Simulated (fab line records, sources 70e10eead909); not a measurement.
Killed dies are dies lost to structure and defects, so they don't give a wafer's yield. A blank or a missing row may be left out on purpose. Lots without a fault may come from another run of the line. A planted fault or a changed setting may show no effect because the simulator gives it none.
Which tool did it? | flow nand_harc | 24 lots, 72 wafers sampled, at 2 steps of a route of 1302

WHAT THE GAUGES READ, wafer by wafer
NHARC_A_WL_FILL_INSPECT_15. Usual: raw_defect_count 479, standard deviation 130.
lot  | measured     | on                | raw_defect_count | flag
L074 | day 20 19:52 | defect_inspect-02 | 634 436 443      |
L075 | day 21 21:21 | defect_inspect-01 | 830 562 621      |
L076 | day 21 21:32 | defect_inspect-02 | 331 521 382      |
L077 | day 22 09:08 | defect_inspect-01 | 672 539 629      |
L078 | day 22 18:55 | defect_inspect-01 | 399 406 385      |
L079 | day 23 17:50 | defect_inspect-02 | 510 402 667      |
L080 | day 23 22:36 | defect_inspect-02 | 430 550 429      |
L081 | day 24 09:48 | defect_inspect-02 | 365 456 362      |
L082 | day 24 09:53 | defect_inspect-01 | 299 404 332      |
L083 | day 25 03:52 | defect_inspect-02 | 425 469 461      |
L084 | day 25 15:15 | defect_inspect-01 | 436 554 506      |
L085 | day 25 15:21 | defect_inspect-01 | 725 589 610      |
L086 | day 25 20:26 | defect_inspect-01 | 299 379 402      |
L087 | day 26 12:05 | defect_inspect-01 | 607 486 456      |
L088 | day 27 01:50 | defect_inspect-02 | 399 471 368      |
L089 | day 27 09:38 | defect_inspect-02 | 566 738 621      |
L090 | day 27 09:47 | defect_inspect-02 | 322 308 380      |
L092 | day 29 01:32 | defect_inspect-01 | 575 538 797      |
L091 | day 29 01:22 | defect_inspect-01 | 386 367 395      |
L093 | day 29 11:35 | defect_inspect-02 | 471 426 375      |
L094 | day 29 11:32 | defect_inspect-01 | 383 350 583      |
L095 | day 30 07:19 | defect_inspect-01 | 364 279 360      |
L097 | day 30 19:40 | defect_inspect-02 | 567 589 486      |
L096 | day 30 22:32 | defect_inspect-02 | 427 436 533      |

WHICH TOOL RAN EACH LOT (tool, then ch and the chambers of the sampled wafers, then the start)
lot  | NHARC_A_WL_FILL_ALD_19
L074 | ald_metal-01 ch 0,2,3, day 20 19:01
L075 | ald_metal-03 ch 1,2,3, day 21 20:32
L076 | ald_metal-02 ch 0,3, day 21 20:33
L077 | ald_metal-02 ch 1,2,3, day 22 08:18
L078 | ald_metal-01 ch 0,3, day 22 18:02
L079 | ald_metal-02 ch 0,2,3, day 23 17:01
L080 | ald_metal-01 ch 0,3, day 23 21:31
L081 | ald_metal-01 ch 0,2, day 24 08:58
L082 | ald_metal-02 ch 1,2,3, day 24 08:59
L083 | ald_metal-02 ch 1,2,3, day 25 02:56
L084 | ald_metal-02 ch 1,2,3, day 25 14:26
L085 | ald_metal-01 ch 0,1, day 25 14:26
L086 | ald_metal-01 ch 0,3, day 25 19:35
L087 | ald_metal-03 ch 0,1,3, day 26 11:13
L088 | ald_metal-03 ch 0,1,2, day 27 01:01
L089 | ald_metal-01 ch 0,1,2, day 27 08:49
L090 | ald_metal-03 ch 0,1,3, day 27 08:52
L092 | ald_metal-03 ch 1,2,3, day 29 00:32
L091 | ald_metal-01 ch 0,2,3, day 29 00:34
L093 | ald_metal-01 ch 1,2,3, day 29 10:44
L094 | ald_metal-02 ch 1,2,3, day 29 10:44
L095 | ald_metal-03 ch 1,2, day 30 06:26
L097 | ald_metal-01 ch 1,2,3, day 30 18:49
L096 | ald_metal-01 ch 1,2,3, day 30 21:41
- NHARC_A_WL_FILL_ALD_19: deposits TiN, target thk 2 nm, pulse time 3 s, ald cycles 100.

WHAT THE TOOLS THEMSELVES READ (means of the sampled wafers that have a number; where no wafer has one, the mark that the record gives instead)
NHARC_A_WL_FILL_ALD_19. Usual: heater_power_w 1075 W, standard deviation 76; precursor_pulse_height_rel 0.998, standard deviation 0.02.
lot  | tool         | heater_power_w (W) | precursor_pulse_height_rel | flag
L074 | ald_metal-01 | 1120               | 1.002                      |
L075 | ald_metal-03 | 1051               | 1.003                      |
L076 | ald_metal-02 | 1133               | 0.994                      |
L077 | ald_metal-02 | 1049               | 0.988                      |
L078 | ald_metal-01 | 1129               | 0.998                      |
L079 | ald_metal-02 | 1069               | 0.993                      |
L080 | ald_metal-01 | 1134               | 1.000                      |
L081 | ald_metal-01 | 1070               | 0.993                      |
L082 | ald_metal-02 | 1035               | 1.019                      |
L083 | ald_metal-02 | 1039               | 1.011                      |
L084 | ald_metal-02 | 1046               | 1.025                      |
L085 | ald_metal-01 | 1056               | 0.987                      |
L086 | ald_metal-01 | 1150               | 0.996                      |
L087 | ald_metal-03 | 1116               | 1.002                      |
L088 | ald_metal-03 | 1123               | 0.986                      |
L089 | ald_metal-01 | 1047               | 1.009                      |
L090 | ald_metal-03 | 1082               | 0.977                      |
L092 | ald_metal-03 | 1070               | 0.990                      |
L091 | ald_metal-01 | 1117               | 1.001                      |
L093 | ald_metal-01 | 1059               | 1.003                      |
L094 | ald_metal-02 | 1029               | 0.997                      |
L095 | ald_metal-03 | 1066               | 1.008                      |
L097 | ald_metal-01 | 1025               | 1.014                      |
L096 | ald_metal-01 | 1037               | 1.000                      |

THE ANSWER, worked out from the rows above alone
Rule: a lot is off if the mean of its wafers that have a number lies more than 3 standard deviations from the usual mean. A lot without any number at a reading at which 4 lots or more have one is off too. The other lots that the step has rows for count as sound. The gauges are gone through in route order, then the tools' own readings, and for those a lot's mean is taken as printed above. The first step at which some lot is off is used, and at that step the reading that is off furthest; a lot without a number counts as furthest.
No lot is off at any reading shown: from this, nothing can be told.

WHAT THE SIMULATOR HAD PUT IN
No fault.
